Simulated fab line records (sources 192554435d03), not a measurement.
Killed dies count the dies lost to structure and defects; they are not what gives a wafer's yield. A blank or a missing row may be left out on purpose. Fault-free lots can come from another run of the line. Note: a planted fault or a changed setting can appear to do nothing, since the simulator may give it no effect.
fab line records    flow n5_finfet    part 2 of 2: steps 29 to 35 of 35
record lots=5  wafers=15  last_day=15
route steps=1938 shown MIM_TOP@1838 MIM_TOP_LITHO@1839 MIM_TOP_ETCH@1851 MIM_BOT_LITHO@1854 MIM_BOT_ETCH@1866
lots that met no fault: taken from a fault-free run of the same line
start_h: the number of hours between the record's first day and the start of the first shown wafer of the lot    wait_h: hours since the lot's step before    " same as the row above    L1.1+2: one row covering several wafers at once    - either no value or no given start    * or withheld: withheld    < > ~ a bound
route shown NAME@n: names a module that has steps shown in the file, with the first one's number in the route    usual: the fault-free wafers' mean and standard deviation    same: alike in all rows    chamber/n: place in a boat    sites: readings site by site    _std_site: the standard deviation of these    _edge_site: outer sites' mean less inner sites'    radius_mm: for every site, how far away it sits from the centre of the wafer    mask NAME#n: copy n    behind: the tool/chamber that last shaped the wafer    hold: what put the lot on hold/how long, in hours/how the hold closed    device: whichever transistor did not switch (one of n, p or np)    end of line: at the end of the route, the tests of the same wafers    where a step has no rows: the recipe by itself    killed: dies that structure and defects cost at the first sort, which is not the same as the wafer's yield    map: shows each die of a wafer: x if killed, . if not, _ if none is there
set.NAME: the setting as run; set.NAME@STEP: as run at that earlier step    model.NAME: the simulator's own value behind a step, which no gauge read
lots at selected steps of the route; one table per step, one row per wafer
services: a tool's chamber out of use, with start hour (start_h, from the record's first day; less than 0 if before it), hours out, and reason
## steps
# step N5_MIM_BOT_ETCH_ETCH_04
# recipe chemistry=CF4/O2  target=SiNx  target_depth_a=260  time_s=13  ion_energy_ev=100  pressure_mtorr=40  source_w=535  bias_w=49  Ar_flow_sccm=100  cf4_flow_sccm=100  O2_flow_sccm=10
# usual chamber_pressure_mTorr=40.00/0.034  drypump_motor_current_A=5.7/0.47  oes_product_au=0.80/0.089  rf_vpp_V=240.0/2.4  showerhead_plenum_p_Torr=2.22/0.076  throttle_valve_pct=16.00/0.2
# same time_s=13
lot.wafer  tool         chamber  start_h  wait_h  chamber_pressure_mTorr  drypump_motor_current_A  oes_product_au  rf_hours_counter_h  rf_vpp_V  showerhead_plenum_p_Torr  throttle_valve_pct
L075.3     rie_diel-01  2        273.81   0.0     39.99                   5.0                      0.98            3                   237.3     2.26                      15.91
L075.4     "            0        "        "       39.93                   5.7                      0.69            223                 237.1     2.10                      16.32
L075.6     "            3        "        "       39.96                   6.2                      0.74            -                   242.3     2.29                      16.06
L080.1     rie_diel-01  3        302.79   0.0     40.04                   6.2                      0.74            177                 243.1     2.28                      16.07
L080.3     "            2        "        "       39.99                   5.0                      0.94            11                  237.3     2.25                      15.92
L080.4     "            1        "        "       40.01                   5.6                      0.78            106                 244.7     2.31                      15.86
L086.1     rie_diel-01  3        334.09   0.0     40.05                   6.2                      0.72            187                 242.5     2.28                      16.09
L086.2     "            2        "        "       40.03                   5.0                      0.92            22                  236.8     2.25                      15.96
L086.6     "            3        "        "       40.01                   6.2                      0.73            -                   241.1     2.28                      16.12
L089.3     rie_diel-01  3        350.79   0.0     40.01                   6.2                      0.71            193                 241.1     2.28                      16.13
L089.5     "            2        "        "       40.03                   5.0                      0.91            -                   236.4     2.25                      15.96
L089.6     "            1        "        "       39.99                   5.6                      0.77            -                   243.7     2.30                      15.89
L090.4     rie_diel-01  2        353.60   0.0     40.01                   5.0                      0.90            -                   238.3     2.25                      15.98
L090.5     "            1        "        "       40.01                   5.6                      0.76            -                   243.0     2.30                      15.91
L090.6     "            3        "        "       40.01                   6.2                      0.72            -                   242.3     2.28                      16.12
# step N5_MIM_BOT_ETCH_ETCH_03
# recipe chemistry=Cl2/BCl3  target_depth_a=120  pressure_mtorr=8  icp_w=800  bias_w=100  Cl2_flow_sccm=20  bcl3_flow_sccm=80
# usual chamber_pressure_mTorr=7.999/0.0075  drypump_motor_current_A=5.8/0.44  oes_product_au=0.73/0.071  throttle_valve_pct=27.37/0.15
lot.wafer  tool          chamber  start_h  wait_h  chamber_pressure_mTorr  drypump_motor_current_A  oes_product_au  rf_hours_counter_h  throttle_valve_pct
L075.3     rie_metal-01  0        273.93   0.1     8.006                   6.0                      0.66            -                   27.31
L075.4     "             1        "        "       7.995                   6.6                      0.75            -                   27.18
L075.6     "             1        "        "       8.002                   6.6                      0.74            -                   27.17
L080.1     rie_metal-01  1        302.88   0.1     7.998                   6.5                      0.74            48                  27.18
L080.3     "             0        "        "       8.005                   6.0                      0.66            -                   27.35
L080.4     "             1        "        "       7.998                   6.6                      0.74            -                   27.17
L086.1     rie_metal-02  1        334.18   0.1     7.991                   6.0                      0.71            73                  27.36
L086.2     "             0        "        "       8.001                   5.2                      0.87            19                  27.24
L086.6     "             1        "        "       8.000                   6.0                      0.71            -                   27.36
L089.3     rie_metal-03  0        350.91   0.1     7.994                   5.4                      0.70            -                   27.61
L089.5     "             0        "        "       7.999                   5.4                      0.70            -                   27.64
L089.6     "             1        "        "       8.001                   5.8                      0.68            -                   27.55
L090.4     rie_metal-01  1        353.68   0.1     7.985                   6.5                      0.73            -                   27.16
L090.5     "             0        "        "       7.993                   6.0                      0.65            -                   27.33
L090.6     "             1        "        "       8.003                   6.5                      0.73            -                   27.19
# step N5_MIM_BOT_ETCH_ETCH_00
# recipe chemistry=Cl2/BCl3  target=TiN  target_depth_a=455  ion_energy_ev=150  pressure_mtorr=10  icp_w=1000  bias_w=126  Cl2_flow_sccm=53.25  bcl3_flow_sccm=21.75  Ar_flow_sccm=25
# usual chamber_pressure_mTorr=9.999/0.0089  drypump_motor_current_A=5.8/0.44  oes_product_au=0.73/0.072  throttle_valve_pct=21.76/0.15
lot.wafer  tool          chamber  start_h  wait_h  chamber_pressure_mTorr  drypump_motor_current_A  oes_product_au  rf_hours_counter_h  throttle_valve_pct
L075.3     rie_metal-01  0        274.03   0.1     10.005                  6.0                      0.66            -                   21.76
L075.4     "             1        "        "       9.991                   6.5                      0.75            -                   21.51
L075.6     "             1        "        "       9.984                   6.5                      0.74            -                   21.49
L080.1     rie_metal-01  1        302.97   0.1     9.993                   6.5                      0.73            48                  21.53
L080.3     "             0        "        "       9.983                   6.0                      0.66            -                   21.74
L080.4     "             1        "        "       9.993                   6.5                      0.73            -                   21.53
L086.1     rie_metal-02  1        334.27   0.1     10.005                  6.0                      0.71            73                  21.78
L086.2     "             0        "        "       10.008                  5.2                      0.86            20                  21.64
L086.6     "             1        "        "       9.994                   6.0                      0.71            -                   21.78
L089.3     rie_metal-03  0        351.01   0.1     10.003                  5.4                      0.69            -                   21.98
L089.5     "             0        "        "       10.000                  5.4                      0.70            -                   21.97
L089.6     "             1        "        "       10.002                  5.8                      0.68            -                   21.93
L090.4     rie_metal-01  1        353.78   0.1     9.997                   6.6                      0.74            -                   21.51
L090.5     "             0        "        "       10.005                  6.0                      0.65            -                   21.76
L090.6     "             1        "        "       10.008                  6.6                      0.74            -                   21.51
# step N5_MIM_BOT_ETCH_STRIP_01
# recipe chemistry=O2  power_w=600  temp_c=60  pressure_mtorr=30  rf_frequency_hz=6e+07  bias_power_w=0  overash_fraction=0.5  o2_flow_sccm=225
# usual chamber_pressure_mTorr=29.99/0.071  drypump_motor_current_A=5.7/0.47  oes_product_au=0.79/0.079  rf_vpp_V=3.6/1.2  showerhead_plenum_p_Torr=2.11/0.075  throttle_valve_pct=16.68/0.24
lot.wafer  tool         chamber  start_h  wait_h  chamber_pressure_mTorr  drypump_motor_current_A  oes_product_au  rf_hours_counter_h  rf_vpp_V  showerhead_plenum_p_Torr  throttle_valve_pct
L075.3     rie_diel-06  3        274.13   0.1     30.02                   6.4                      0.72            166                 3.4       2.08                      16.97
L075.4     "            2        "        "       29.85                   5.4                      0.71            -                   2.1       2.16                      17.13
L075.6     "            3        "        "       30.03                   6.4                      0.74            -                   1.6       2.08                      16.97
L080.1     rie_diel-06  2        303.11   0.1     30.00                   5.5                      0.71            223                 2.7       2.16                      17.10
L080.3     "            0        "        "       30.07                   5.7                      0.85            70                  3.6       2.04                      16.53
L080.4     "            3        "        "       30.05                   6.4                      0.72            178                 2.7       2.08                      16.97
L086.1     rie_diel-02  2        334.41   0.1     29.91                   6.1                      0.73            163                 4.0       2.19                      16.62
L086.2     "            3        "        "       30.02                   5.8                      0.70            186                 4.6       2.00                      16.60
L086.6     "            1        "        "       30.06                   6.5                      0.94            -                   5.1       2.14                      16.42
L089.3     rie_diel-06  2        351.31   0.3     29.96                   5.4                      0.68            240                 5.1       2.15                      17.19
L089.5     "            1        "        "       29.96                   5.0                      0.81            -                   2.7       2.02                      16.45
L089.6     "            2        "        "       30.00                   5.5                      0.69            -                   4.3       2.15                      17.14
L090.4     rie_diel-01  1        353.90   0.1     30.08                   5.6                      0.77            -                   4.4       2.18                      16.51
L090.5     "            3        "        "       30.04                   6.2                      0.74            -                   4.8       2.17                      16.80
L090.6     "            2        "        "       30.04                   5.0                      0.89            -                   3.9       2.14                      16.65
# step N5_MIM_BOT_ETCH_STRIP_02
# recipe chemistry=post_etch_residue_remover  time_s=1200  temp_c=72.5
# same time_s=1200
lot.wafer   tool          chamber  start_h  wait_h
L075.3+4+6  wet_bench-01  3,1,7    274.20   -
L080.1+3+4  wet_bench-04  1,2,6    303.33   -
L086.1+2+6  wet_bench-04  3,6,1    334.48   -
L089.3+5+6  wet_bench-06  6,3,5    351.38   -
L090.4+5+6  wet_bench-06  3,1,0    353.95   -
# step N5_MIM_BOT_ETCH_CLEAN_05
# recipe chemistry=IPA  time_s=180  temp_c=25
# same time_s=180
lot.wafer   tool          chamber  start_h  wait_h
L075.3+4+6  wet_bench-01  3,1,7    274.53   0.0
L080.1+3+4  wet_bench-04  1,2,6    303.67   0.0
L086.1+2+6  wet_bench-04  3,6,1    334.81   0.0
L089.3+5+6  wet_bench-06  6,3,5    351.71   0.0
L090.4+5+6  wet_bench-06  3,1,0    354.28   0.0
# step N5_MIM_BOT_ETCH_SRD_06
# recipe dry=ipa_marangoni  time_s=30  temp_c=23  rinse_liquid=diw
# same time_s=30
lot.wafer   tool          chamber  start_h  wait_h
L075.3+4+6  wet_bench-01  3,1,7    274.58   0.0
L080.1+3+4  wet_bench-04  1,2,6    303.72   0.0
L086.1+2+6  wet_bench-04  3,6,1    334.86   0.0
L089.3+5+6  wet_bench-06  6,3,5    351.76   0.0
L090.4+5+6  wet_bench-06  3,1,0    354.34   0.0
## services
tool            chamber  start_h  hours  kind
litho_track-01  -        261.24   -      consumable_replace:filter
wet_bench-06    -        262.93   10.4   repair
krf_scanner-01  0        265.18   -      calibration
rie_diel-06     1        266.28   23.2   repair
krf_scanner-02  -        269.11   0.8    pm
rie_diel-04     2        270.32   2.7    repair
pecvd-03        -        275.77   0.4    repair
rie_diel-02     1        277.02   -      clean
rie_metal-03    -        279.19   0.3    repair
pecvd-03        -        280.65   5.5    pm
krf_scanner-01  -        284.15   0.7    repair
krf_scanner-01  -        285.34   1.3    pm
krf_scanner-02  -        292.64   1.0    pm
rie_diel-04     2        293.38   3.7    repair
pecvd-01        0        308.57   10.3   repair
rie_metal-01    -        311.80   2.8    pm
pecvd-04        -        324.79   6.0    pm
pecvd-01        -        334.76   2.8    pm
pvd_sputter-03  -        340.49   2.0    repair
rie_diel-01     0        346.38   -      clean
rie_diel-01     0        346.38   -      consumable_replace:focus_ring
rie_diel-01     0        346.38   26.3   scheduled_down
rie_diel-01     0        346.38   26.3   vent_cycle
rie_diel-06     3        353.66   29.7   repair
